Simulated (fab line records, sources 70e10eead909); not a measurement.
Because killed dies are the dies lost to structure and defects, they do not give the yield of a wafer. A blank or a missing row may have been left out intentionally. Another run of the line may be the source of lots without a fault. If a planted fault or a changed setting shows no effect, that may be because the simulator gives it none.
fab line records	flow nand_harc
record: lots: 6	wafers: 18	last_day: 23
route steps=1159 shown A_SGD_CUT@775 A_SLIT@779
lots that met no fault: from a run of the same line without faults
start_h: the number of hours between the record's first day and the start of the first shown wafer of the lot	wait_h: time in hours since the lot's previous step	" unchanged from the row above	L1.1+2: one row covering several wafers at once	- no value, or no start was given	* or withheld: withheld	< > ~ a bound
route shown NAME@n: NAME is a module with steps in the file, n the number in the route of the first one	usual: mean/standard deviation taken from wafers without a fault	same: alike in all rows	chamber/n: place in a boat	sites: readings site by site	_std_site: standard deviation of those values	_edge_site: outer sites' mean less inner sites'	radius_mm: how far each site lies from the wafer's centre	mask NAME#n: copy n	behind: the last tool/chamber to shape the wafer	hold: why the lot was held/for how many hours/how that ended	device: transistor that didn't switch, given as n, p or np	end of line: tests run on the same wafers once the route is complete	a step given without rows: its recipe and nothing more	killed: dies lost to structure and defects at the first sort, not the wafer's yield	map: per-die view of a wafer (x killed, . not killed, _ where there is no die)
set.NAME: the run value of the setting; set.NAME@STEP: its run value at that earlier step	model.NAME: the simulator's own value behind a step, which no gauge read
lots at selected steps of the route; one table per step, one row per wafer
services: the hour from which a tool's chamber was out of use, counted from the record's first day as start_h (under 0 if before that day), plus the number of hours and why
== steps ==
step: NHARC_A_SGD_CUT_ETCH_26
recipe: target_depth_a: 458	chemistry: dHF	material: SiO2
step: NHARC_A_SGD_CUT_ETCHBACK_24
recipe: target_depth_a: 500	over_etch_frac: 0.3	time_s: 92.857	ion_energy_ev: 120	ch3f_flow_sccm: 50	o2_flow_sccm: 30	ar_flow_sccm: 200	rf_w: 500	bias_w: 100	chemistry: CH3F/O2
usual: ch3f_flow_sccm: 49.98/0.15	drypump_motor_current_A: 5.6/0.44	mfc_ar_sccm: 200.1/0.63	oes_product_au: 0.97/0.032	rf_vpp_V: 244.4/1.6	showerhead_plenum_p_Torr: 2.46/0.096	throttle_valve_pct: 20.664/0.0091
lot.wafer	tool	chamber	start_h	wait_h	ch3f_flow_sccm	drypump_motor_current_A	mfc_ar_sccm	oes_product_au	rf_hours_counter_h	rf_vpp_V	showerhead_plenum_p_Torr	throttle_valve_pct
L171.1	rie_diel-07	1	370.65	0.1	49.95	6.2	200.3	0.97	14	242.5	2.28	20.669
L171.5	"	0	"	"	49.82	6.2	199.1	0.99	-	241.8	2.32	20.672
L171.6	"	1	"	"	50.02	6.1	201.5	0.98	-	241.8	2.28	20.672
L173.4	rie_diel-03	2	385.35	0.1	50.09	4.9	200.0	0.98	15	246.5	2.56	20.664
L173.5	"	2	"	"	50.13	4.9	201.1	0.97	-	246.6	2.56	20.675
L173.6	"	3	"	"	50.03	4.8	199.4	1.00	-	246.7	2.63	20.649
L175.3	rie_diel-04	3	385.42	0.1	50.08	5.8	199.2	0.93	6	245.6	2.50	20.656
L175.2	"	0	"	"	50.03	5.6	200.1	0.95	4	243.5	2.44	20.661
L175.5	"	3	"	"	50.10	5.8	199.3	0.93	-	244.9	2.50	20.669
L174.2	rie_diel-07	1	385.49	0.1	50.03	6.2	199.2	0.97	15	242.8	2.28	20.661
L174.4	"	2	"	"	50.14	5.8	199.9	0.96	15	244.6	2.43	20.671
L174.5	"	1	"	"	49.79	6.2	199.1	0.96	-	241.6	2.28	20.665
L181.1	rie_diel-07	3	432.57	0.2	49.86	5.6	200.2	1.01	2	245.9	2.58	20.667
L181.6	"	0	"	"	49.92	6.2	199.6	1.00	-	242.0	2.31	20.663
L181.5	"	1	"	"	49.87	6.1	199.7	0.99	-	242.7	2.28	20.656
L185.1	rie_diel-03	3	444.77	0.1	50.08	4.9	200.3	1.00	4	247.3	2.63	20.672
L185.3	"	2	"	"	49.96	4.9	199.8	0.98	4	244.8	2.56	20.661
L185.6	"	3	"	"	49.96	4.9	199.4	0.99	-	245.7	2.63	20.652
step: NHARC_A_SGD_CUT_STRIP_28
recipe: time_s: 20	o2_flow_sccm: 500	ar_flow_sccm: 0	bias_w: 0	chemistry: O2
usual: drypump_motor_current_A: 5.6/0.46	mfc_ar_sccm: 0.016/0.013	oes_product_au: 0.996/0.017	rf_vpp_V: 57.7/0.85	showerhead_plenum_p_Torr: 3.53/0.14	throttle_valve_pct: 17.036/0.01
lot.wafer	tool	chamber	start_h	wait_h	drypump_motor_current_A	mfc_ar_sccm	oes_product_au	rf_hours_counter_h	rf_vpp_V	showerhead_plenum_p_Torr	throttle_valve_pct
L171.1	rie_diel-07	2	-	-	5.8	0.028	1.003	14	56.7	3.49	17.030
L171.6	"	1	"	"	6.2	0	0.987	-	56.6	3.29	17.063
L171.5	"	2	"	"	5.8	0.028	1.011	-	57.9	3.49	17.037
L173.4	rie_diel-03	3	-	-	4.9	0.022	0.990	16	58.5	3.77	17.035
L173.5	"	0	"	"	5.6	0.030	1.030	-	58.1	3.49	17.033
L173.6	"	1	"	"	5.5	0	0.992	-	57.5	3.48	17.024
L175.3	rie_diel-04	2	-	-	5.2	0.017	0.997	6	56.4	3.46	17.030
L175.2	"	3	"	"	5.8	0	1.004	6	57.3	3.59	17.044
L175.5	"	1	"	"	6.1	0	0.987	-	57.3	3.50	17.020
L174.2	rie_diel-07	0	-	-	6.2	0.021	0.990	15	56.6	3.33	17.036
L174.4	"	1	"	"	6.2	0	0.986	15	57.5	3.29	17.016
L174.5	"	3	"	"	5.6	0.027	1.009	-	56.7	3.70	17.037
L181.1	rie_diel-07	3	-	-	5.7	0.027	1.017	2	59.2	3.70	17.056
L181.6	"	0	"	"	6.2	0.021	1.013	-	57.6	3.33	17.052
L181.5	"	1	"	"	6.2	0	1.000	-	56.0	3.28	17.041
L185.1	rie_diel-03	1	445.04	0.2	5.5	0	0.970	4	57.0	3.48	17.035
L185.3	"	3	"	"	4.9	0.022	0.991	4	60.5	3.76	17.053
L185.6	"	2	"	"	4.9	0.030	0.973	-	58.2	3.66	17.044
step: NHARC_A_SGD_CUT_INSPECT_25
usual: raw_defect_count: 304/70
lot.wafer	tool	chamber	start_h	wait_h	raw_defect_count
L171.1	defect_inspect-01	-	370.88	-	402
L171.5	"	-	"	"	256
L171.6	"	-	"	"	215
L173.4	defect_inspect-02	-	385.59	-	300
L173.5	"	-	"	"	370
L173.6	"	-	"	"	323
L175.2	defect_inspect-02	-	385.66	-	214
L175.3	"	-	"	"	245
L175.5	"	-	"	"	186
L174.2	defect_inspect-01	-	385.73	-	265
L174.4	"	-	"	"	345
L174.5	"	-	"	"	396
L181.1	defect_inspect-02	-	432.77	-	388
L181.5	"	-	"	"	298
L181.6	"	-	"	"	249
L185.1	defect_inspect-01	-	445.14	-	402
L185.3	"	-	"	"	292
L185.6	"	-	"	"	288
step: NHARC_A_SLIT_DEP_25
recipe: target_thk_a: 2000	temp_c: 400	pressure_torr: 6.5	rf_w: 900	teos_flow_sccm: 161.4	flow_sccm: 2650	target_thk_nm: 200	gas: O2	material: SiO2
usual: chamber_pressure_Torr: 6.499/0.013	heater_power_w: 577/95	throttle_valve_pct: 15.8/0.52
lot.wafer	tool	chamber	start_h	wait_h	chamber_pressure_Torr	heater_power_w	throttle_valve_pct
L171.1	pecvd-01	0	370.95	0.1	6.497	528	16.8
L171.6	"	1	"	"	6.494	436	16.0
L171.5	"	2	"	"	6.475	689	16.4
L173.6	pecvd-03	2	385.81	0.2	6.520	568	15.6
L173.4	"	0	"	"	6.510	586	15.9
L173.5	"	1	"	"	6.498	544	15.9
L175.2	pecvd-01	2	385.83	0.2	6.496	726	16.5
L175.3	"	0	"	"	6.490	495	16.9
L175.5	"	2	"	"	6.499	715	16.7
L174.2	pecvd-02	1	385.89	0.2	6.478	506	15.0
L174.4	"	0	"	"	6.506	643	15.9
L174.5	"	1	"	"	6.495	525	15.0
L181.1	pecvd-01	2	432.84	0.1	6.498	805	15.8
L181.5	"	2	"	"	6.492	809	15.8
L181.6	"	0	"	"	6.484	523	16.1
L185.3	pecvd-03	0	445.21	0.1	6.500	617	15.7
L185.1	"	1	"	"	6.496	557	15.9
L185.6	"	1	"	"	6.498	567	16.1
step: NHARC_A_SLIT_DEP_00
recipe: target_thk_a: 32000	temp_c: 400	material: aC
usual: throttle_valve_pct: 35.000/0.0088
lot.wafer	tool	chamber	start_h	wait_h	throttle_valve_pct
L171.1	acl_dep-02	0	373.02	-	34.997
L171.5	"	0	374.34	-	35.009
L171.6	"	0	"	"	35.007
L173.4	acl_dep-01	0	387.12	-	34.990
L173.5	"	0	"	"	35.000
L173.6	"	0	"	"	34.992
L175.2	acl_dep-03	0	387.73	-	34.987
L175.3	"	0	"	"	34.993
L175.5	"	0	"	"	34.998
L174.2	acl_dep-02	0	387.88	-	34.987
L174.4	"	0	"	"	34.998
L174.5	"	0	"	"	35.004
L181.1	acl_dep-02	0	433.17	-	34.997
L181.5	"	0	434.48	-	35.009
L181.6	"	0	"	"	34.998
L185.1	acl_dep-01	0	445.55	-	34.995
L185.3	"	0	"	"	35.005
L185.6	"	0	"	"	34.996
step: NHARC_A_SLIT_DEP_23
recipe: target_thk_a: 1000	target_thk_nm: 100	temp_c: 400	pressure_torr: 3.5	flow_sccm: 200	rf_w: 350	material: SiON
usual: chamber_pressure_Torr: 3.500/0.0073	heater_power_w: 778/82
lot.wafer	tool	chamber	start_h	wait_h	chamber_pressure_Torr	heater_power_w
L171.1	pecvd-03	1	375.05	1.7	3.505	754
L171.5	"	0	"	"	3.494	844
L171.6	"	2	"	"	3.495	689
L173.4	pecvd-02	2	388.21	0.8	3.501	879
L173.6	"	0	"	"	3.491	818
L173.5	"	1	"	"	3.492	817
L175.2	pecvd-03	1	389.41	1.3	3.491	766
L175.3	"	2	"	"	3.500	751
L175.5	"	1	"	"	3.504	755
L174.2	pecvd-02	1	389.57	1.4	3.491	701
L174.5	"	0	"	"	3.501	773
L174.4	"	2	"	"	3.495	863
L181.1	pecvd-02	1	435.15	1.7	3.511	694
L181.6	"	1	"	"	3.497	710
L181.5	"	2	"	"	3.503	923
L185.1	pecvd-01	2	447.58	1.7	3.491	939
L185.3	"	0	"	"	3.501	700
L185.6	"	2	"	"	3.499	958
step: NHARC_A_SLIT_DEHYDRATE_01
recipe: temp_c: 150	time_s: 120
step: NHARC_A_SLIT_HMDS_02
recipe: time_s: 30
step: NHARC_A_SLIT_COAT_03
recipe: spin_rpm: 1500	resist_thk_nm: 90
step: NHARC_A_SLIT_SOFTBAKE_04
recipe: temp_c: 105	time_s: 55
step: NHARC_A_SLIT_EBR_05
step: NHARC_A_SLIT_EXPOSE_06
recipe: na: 1.35	dose_mj: 60.82	mask_id: SLIT
usual: exposure_dose_mJ_cm2: 60.78/0.063	focus_offset_nm: -0.2/0.55	stage_vel_mm_s: 499.96/0.26
lot.wafer	tool	chamber	start_h	wait_h	mask	exposure_dose_mJ_cm2	focus_offset_nm	stage_vel_mm_s
L171.1	arfi_scanner-01	0	375.56	-	SLIT#0	60.70	-0.4	499.85
L171.5	"	0	"	"	SLIT#0	60.74	-0.1	500.11
L171.6	"	0	"	"	SLIT#0	60.80	-0.2	499.85
L173.4	arfi_scanner-01	0	388.55	-	SLIT#0	60.85	-0.4	500.20
L173.5	"	0	"	"	SLIT#0	60.84	-1.0	500.22
L173.6	"	0	"	"	SLIT#0	60.73	-1.5	499.87
L175.2	arfi_scanner-01	0	389.85	-	SLIT#0	62.60	0.8	499.92
L175.3	"	0	"	"	SLIT#0	62.56	-0.5	500.14
L175.5	"	0	"	"	SLIT#0	62.56	-0.2	499.80
L174.2	arfi_scanner-02	0	390.09	-	SLIT#0	60.83	-0.5	500.08
L174.4	"	0	"	"	SLIT#0	60.76	-0.5	499.96
L174.5	"	0	"	"	SLIT#0	60.77	-0.9	500.06
L181.1	arfi_scanner-01	0	435.69	-	SLIT#0	62.27	-0.7	499.67
L181.5	"	0	"	"	SLIT#0	62.19	-0.8	500.24
L181.6	"	0	"	"	SLIT#0	62.27	-1.1	500.20
L185.1	arfi_scanner-03	0	447.97	-	SLIT#0	60.73	0.8	500.11
L185.3	"	0	"	"	SLIT#0	60.73	-0.6	499.63
L185.6	"	0	"	"	SLIT#0	60.88	0.1	500.08
step: NHARC_A_SLIT_PEB_07
recipe: peb_temp_c: 100	peb_time_s: 65
== services ==
tool	chamber	start_h	hours	kind
rie_diel-04	0	348.26	18.2	repair
acl_dep-02	-	352.25	13.0	pm
rie_diel-03	0	358.74	14.8	repair
rie_diel-07	0	359.82	-	clean
rie_diel-07	1	359.82	-	clean
rie_diel-07	2	359.82	-	clean
rie_diel-07	3	359.82	-	clean
arfi_scanner-01	-	368.99	4.0	pm
rie_diel-03	-	377.83	2.6	repair
rie_diel-07	0	384.32	-	clean
rie_diel-07	1	384.32	-	clean
rie_diel-07	2	384.32	-	clean
rie_diel-07	3	384.32	-	clean
arfi_scanner-01	-	392.24	1.9	repair
rie_diel-03	-	392.56	9.0	pm
pecvd-03	-	394.27	2.7	repair
rie_diel-07	-	405.20	9.0	pm
rie_diel-07	0	405.20	9.0	vent_cycle
rie_diel-07	1	405.20	9.0	vent_cycle
acl_dep-03	-	407.08	13.0	pm
pecvd-01	-	418.07	13.0	pm
arfi_scanner-02	-	428.00	4.0	pm
pecvd-03	2	431.30	3.2	repair
rie_diel-03	0	441.54	11.7	repair
== key ==
first_sign: step: NHARC_A_SLIT_EXPOSE_06	reading: exposure_dose_mJ_cm2	direction: up	sigmas: 26	usual: 60.78	struck: 62.41
effect none on later readings
met_at NHARC_A_SLIT_EXPOSE_06
struck_wafers L175.2,L175.3,L175.5,L181.1,L181.5,L181.6
tester_left_out L175,L181
loop_trim: step: NHARC_A_SLIT_EXPOSE_06	setting: dose	lots: L181
onset_between 388.55 389.85
fault: kind: process_parameter_drift	tool: arfi_scanner-01	chamber: -	onset_h: 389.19	steps: NHARC_A_SLIT_EXPOSE_06	channel: dose_mj	offset: 1.8577	shape: step	acts_in: these_recipes_only	stated: 60.82
tester_left_out: of these lots the tester's yield and bins aren't shown, on N5 and GAA mostly nor the transistor test; their killed dies are dies lost to structure and defects alone, not to doping, threshold or leakage, so they don't give the yield
loop_trim: a control loop set the setting to another value than it would have without faults
